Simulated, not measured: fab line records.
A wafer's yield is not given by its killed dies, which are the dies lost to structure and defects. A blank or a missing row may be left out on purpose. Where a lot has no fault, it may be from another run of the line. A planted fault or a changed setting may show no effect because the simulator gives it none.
2 desks, one fault | flow n5_finfet | each desk has only its own numbers; what lay behind them comes last

## FROM THE METROLOGY DESK
Means of the sampled wafers that have a number, per lot and without regard to the tool the lot ran on: this is what the gauges read. If a lot's mean is further than 4 standard deviations from the usual mean, the lot is out of limits and carries the mark OUT (the distance appears in the brackets).
Columns: A = cd_nm at N5_BEOL_M6_CD_MEAS_35, usual 40.2 nm
lot  | first seen here | A
L525 | day 8 15:25     | 39.6
L530 | day 9 13:51     | 40.0
L531 | day 10 05:53    | 40.1
L533 | day 10 10:10    | 40.2
L537 | day 11 19:12    | 40.6
L539 | day 12 00:46    | 40.1
L538 | day 12 01:10    | 40.3
L540 | day 12 09:44    | 40.1
L541 | day 13 00:59    | 40.8
L546 | day 14 06:20    | 40.1
L548 | day 14 21:02    | 39.6
This desk's verdict: no lot among the 11 shows anything out of limits.

## THE TOOL OWNER'S DESK: rie_diel-03
The tool's own readings at N5_BEOL_M6_STRIP_36 (strips in N2/H2): means of the sampled wafers that have a number, for each lot that ran on this tool. If a lot's mean is further than 4 standard deviations from the usual mean, the lot is out of limits and carries the mark OUT (the distance appears in the brackets).
Columns: A = drypump_motor_current_A at N5_BEOL_M6_STRIP_36, usual 5.8 A; B = h2_flow_sccm at N5_BEOL_M6_STRIP_36, usual 200.1 sccm; C = oes_product_au at N5_BEOL_M6_STRIP_36, usual 0.85 a.u.; D = rf_vpp_V at N5_BEOL_M6_STRIP_36, usual 59.2 V; E = showerhead_plenum_p_Torr at N5_BEOL_M6_STRIP_36, usual 2.56 Torr; F = throttle_valve_pct at N5_BEOL_M6_STRIP_36, usual 23.7 %
lot  | first seen here | A   | B               | C    | D    | E    | F
L530 | day 9 13:30     | 5.7 | 199.6           | 0.88 | 59.4 | 2.55 | 23.7
L533 | day 10 09:49    | 5.8 | 219.9 (+31) OUT | 0.91 | 59.0 | 2.57 | 25.0 (+4.2) OUT
L537 | day 11 18:50    | 5.8 | 219.9 (+31) OUT | 0.88 | 58.3 | 2.61 | 25.1 (+4.6) OUT
This desk's verdict: out of limits on L533, L537, starting with L533 at day 10 09:49 (h2_flow_sccm at N5_BEOL_M6_STRIP_36). L530 stayed within limits.

## ALL TOGETHER
The tool owner's desk had the chance to raise an alarm at day 10 09:49 on L533, L537.
Nothing out of limits was seen by the metrology desk.
The metrology desk has L533, L537 on record, within its limits.
Every lot named ran N5_BEOL_M6_STRIP_36 on rie_diel-03.

## WHAT THE SIMULATOR HAD PUT IN
Process parameters drifting: rie_diel-03 at N5_BEOL_M6_STRIP_36, beginning at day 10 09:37. Setting h2_flow_sccm, moved by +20, from 200. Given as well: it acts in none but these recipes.
Shown lots that were struck: L533, L537.
Delay in hours, fault start to first out-of-limits reading, by desk: the tool owner's desk at 0.
